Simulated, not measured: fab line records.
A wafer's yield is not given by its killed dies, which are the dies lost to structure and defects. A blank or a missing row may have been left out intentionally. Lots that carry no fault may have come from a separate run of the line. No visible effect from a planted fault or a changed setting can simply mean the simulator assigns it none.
One fault through the eyes of 2 desks	flow n5Finfet	each desk has only its own numbers; what lay behind them comes last

## FROM THE METROLOGY DESK
What the gauges read for every lot (on any tool): the sampled wafers with a number, averaged. Marked OUT: a lot whose mean sits more than 4 standard deviations from the usual mean, which makes it out of limits; the brackets give that distance. Of its 11 readings 7 are shown: those that lie furthest out on some lot.
Columns: A = CJ_P at N5_BEOL_M4_RC_MEAS_101, usual 5.81; B = DIBL_N at N5_BEOL_M4_RC_MEAS_101, usual 36.4 mV/V; C = IOFF_N at N5_BEOL_M4_RC_MEAS_101, usual 0.159 nA/um; D = ION_N at N5_BEOL_M4_RC_MEAS_101, usual 670 uA/um; E = SS_N at N5_BEOL_M4_RC_MEAS_101, usual 71.5 mV/dec; F = SS_P at N5_BEOL_M4_RC_MEAS_101, usual 73.2 mV/dec; G = VT_N at N5_BEOL_M4_RC_MEAS_101, usual 250 mV
lot	first seen here	A	B	C	D	E	F	G
L168	day 9 19:33	5.88	35.1	0.149	661	71.5	73.5	249
L173	day 10 08:58	5.38	37.4	0.166	681	71.9	73.3	249
L186	day 14 19:47	5.86	34.6	0.133	658	71.3	72.8	254
Finding of this desk: none of the 3 lots has anything out of limits.

## DESK OF THE TOOL OWNER: rieSi-02
The tool's own readings at N5_SD_EPI_P_SD_RECESS_17 (chemistry HBr/Cl2/O2, target depth 39.1 nm, bt time 3 s): means of the sampled wafers that have a number, for each lot that ran on this tool. Marked OUT: a lot whose mean sits more than 4 standard deviations from the usual mean, which makes it out of limits; the brackets give that distance.
Columns: A = biasW at N5_SD_EPI_P_SD_RECESS_17, usual 112.0 W; B = drypumpMotorCurrentA at N5_SD_EPI_P_SD_RECESS_17, usual 5.7 A; C = oesProductAu at N5_SD_EPI_P_SD_RECESS_17, usual 0.996 a.u.; D = throttleValvePct at N5_SD_EPI_P_SD_RECESS_17, usual 37.23 %
lot	first seen here	A	B	C	D
L168	day 4 08:14	112.0	5.5	0.995	37.51
L173	day 5 15:21	111.8	5.8	0.999	37.53
Finding of this desk: none of the 2 lots has anything out of limits.

## BROUGHT TOGETHER
Metrology desk: nothing out of limits seen.
The tool owner's desk saw nothing out of limits.

## WHAT THE SIMULATOR HAD PUT IN
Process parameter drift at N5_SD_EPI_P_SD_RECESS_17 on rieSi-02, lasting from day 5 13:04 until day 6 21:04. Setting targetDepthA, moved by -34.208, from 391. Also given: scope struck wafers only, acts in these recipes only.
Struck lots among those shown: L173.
